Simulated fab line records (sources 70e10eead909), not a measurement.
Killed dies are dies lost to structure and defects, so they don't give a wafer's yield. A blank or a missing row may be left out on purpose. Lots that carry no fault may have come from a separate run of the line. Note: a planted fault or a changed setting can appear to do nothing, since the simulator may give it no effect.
Code-filled problem report in 8D (eight disciplines) form / flow nand-harc / the parts of the form that need people (team, actions taken, sign-off) are left out

## 1. WHAT WENT WRONG
At NHARC_P_CONTACT_PEB_10, plate-temp-C averages 97.54 C over 6 wafers from 2 lots, while fault-free wafers read 100.00 C, standard deviation 0.13. That puts it -19 standard deviations away from the usual mean.
The step: peb time 65 s.
First seen on wafer L762.4, day 8 10:54, on litho-track-04. Wafers with a number at this step in the record: 42, from 14 lots. The rule behind "out" and "out of limits": a value lying over 4 standard deviations away from the usual mean. Any other wafer with a number is counted as sound.

## 2. WHAT IT IS, WHAT IT ISN'T
question=which readings at this step | is=plate-temp-C, heater-power-total-W | is not=chill-plate-temp-C
question=which lots | is=L762, L763 | is not=L756, L757, L758, L759, L760, L761, L772, L773, L774, L776, L777, L778
question=which wafers of those lots | is=all that have a number | is not=-
question=read on which tools | is=litho-track-04 | is not=litho-track-01, litho-track-06
question=when | is=from day 8 10:54 | is not=up to then (18 sound wafers); but 18 sound wafers of L772, L773, L774, L776, L777, L778 came after

## 3. THE SUSPECTS, EACH WITH WHAT RULES IT OUT
Counting: a tool at a process step up to the reading stays a suspect if it ran every lot that is out and no sound lot after the first of them.
- pecvd-01 at NHARC_P_CONTACT_DEP_00 (deposits SiO2, target thk 500 nm): ruled out as a lasting fault. Following L762 (day 8 10:54), the first lot on it that is out, the sound lots L772, L774, L778 were run on it. With no start given for some of its lots, NHARC_P_CONTACT_DEP_00 uses the hours and lot order of NHARC_P_CONTACT_PEB_10.
- litho-track-04 at NHARC_P_CONTACT_PEB_10 (peb time 65 s): ruled out as a lasting fault. Following L762 (day 8 10:54), the first lot on it that is out, the sound lots L772, L776 were run on it.
Left after counting: nothing in the record.

## 4. THE CAUSE (what the simulator had put in)
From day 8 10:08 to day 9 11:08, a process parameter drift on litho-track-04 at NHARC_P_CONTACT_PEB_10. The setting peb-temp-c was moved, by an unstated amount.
Counting ruled it out, wrongly.

## 5. SEQUENCE OF EFFECTS, ordered by route
Each row: a reading whose mean over the struck wafers that have a number lies more than 3 standard deviations from the usual. Readings are gone through only where the record gives a usual standard deviation; hours: the median, over the lots, of the time from a lot's start at the first step in this table giving one to that lot's start at this step; sigmas: the change measured in usual standard deviations.
hours=0; step=NHARC_P_CONTACT_PEB_10; reading=heater-power-total-W; usual=156.6 W; on struck wafers=151.7; change=-4.9; sigmas=-12
hours=0; step=NHARC_P_CONTACT_PEB_10; reading=plate-temp-C; usual=100.00 C; on struck wafers=97.54; change=-2.46; sigmas=-19
Here are the process steps it includes:
- NHARC_P_CONTACT_PEB_10: peb time 65 s.

## 6. WHAT WOULD HAVE CAUGHT IT SOONER
In this record the first reading out of limits was taken at day 8 10:54, 1 hour after the fault began at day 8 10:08.
